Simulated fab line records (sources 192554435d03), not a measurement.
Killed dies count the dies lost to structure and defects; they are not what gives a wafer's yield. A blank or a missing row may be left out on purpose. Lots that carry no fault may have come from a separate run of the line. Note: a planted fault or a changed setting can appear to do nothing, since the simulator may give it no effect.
Chamber matching :: flow n5-finfet :: N5_BEOL_M12_CMP_49 on cmp-04 has 4 sister chambers
The step polishes, stops on SiOC, t overpolish 20.6 s, target thk 320 nm. 8 wafers are shown with their chamber, then 9 later ones without.

== WAFERS, EACH WITH ITS CHAMBER ==
wafer: L084.3
chamber: 3
motor-current-A (A): 5.7
barrier-field-endpoint-s (s): 30.2

wafer: L084.5
chamber: 0
motor-current-A (A): 6.7
barrier-field-endpoint-s (s): 29.8

wafer: L085.3
chamber: 1
motor-current-A (A): 5.8
barrier-field-endpoint-s (s): 30.6

wafer: L085.5
chamber: 3
motor-current-A (A): 6.3
barrier-field-endpoint-s (s): 29.9

wafer: L085.6
chamber: 2
motor-current-A (A): 5.2
barrier-field-endpoint-s (s): 30.8

wafer: L086.1
chamber: 0
motor-current-A (A): 6.9
barrier-field-endpoint-s (s): 29.5

wafer: L086.3
chamber: 1
motor-current-A (A): 5.7
barrier-field-endpoint-s (s): 31.0

wafer: L086.4
chamber: 2
motor-current-A (A): 5.3
barrier-field-endpoint-s (s): 30.9

== WAFERS WITHOUT THEIR CHAMBER ==
wafer: L091.3
motor-current-A (A): 5.4
barrier-field-endpoint-s (s): 30.3

wafer: L091.4
motor-current-A (A): 5.5
barrier-field-endpoint-s (s): 29.6

wafer: L091.6
motor-current-A (A): 6.3
barrier-field-endpoint-s (s): 30.1

wafer: L093.3
motor-current-A (A): 6.6
barrier-field-endpoint-s (s): 29.7

wafer: L093.4
motor-current-A (A): 5.3
barrier-field-endpoint-s (s): 31.2

wafer: L093.6
motor-current-A (A): 5.7
barrier-field-endpoint-s (s): 30.5

wafer: L096.1
motor-current-A (A): 5.3
barrier-field-endpoint-s (s): 31.3

wafer: L096.5
motor-current-A (A): 5.8
barrier-field-endpoint-s (s): 30.1

wafer: L096.6
motor-current-A (A): 7.2
barrier-field-endpoint-s (s): 29.4

== WHICH CHAMBER EACH WENT THROUGH ==
wafer: L091.3
from the rows above: can't be placed: 2 or 1 or 3
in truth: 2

wafer: L091.4
from the rows above: 3
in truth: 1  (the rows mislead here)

wafer: L091.6
from the rows above: can't be placed: 3 or 0
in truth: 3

wafer: L093.3
from the rows above: 0
in truth: 0

wafer: L093.4
from the rows above: can't be placed: 2 or 1
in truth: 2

wafer: L093.6
from the rows above: can't be placed: 1 or 3 or 2
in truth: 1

wafer: L096.1
from the rows above: can't be placed: 2 or 1
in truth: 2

wafer: L096.5
from the rows above: 3
in truth: 3

wafer: L096.6
from the rows above: 0
in truth: 0
Placed correctly: 3 of 9. Not placeable from these rows: 5 (in 5, the candidates include the true chamber). Placed wrongly: 1.
How it was worked out, from the rows above alone: a wafer's distance from a chamber is the root of the sum, over the readings, of the square of ((its reading less the chamber's mean) divided by the reading's scatter). If the next closest chamber is less than 2 further off than the closest, the wafer can't be placed; otherwise it belongs to the closest. The mean given for a chamber averages the wafers shown for that chamber. The scatter: the root of (the sum of the squares of (reading less its chamber's mean) over the shown wafers, divided by (wafers less chambers)).
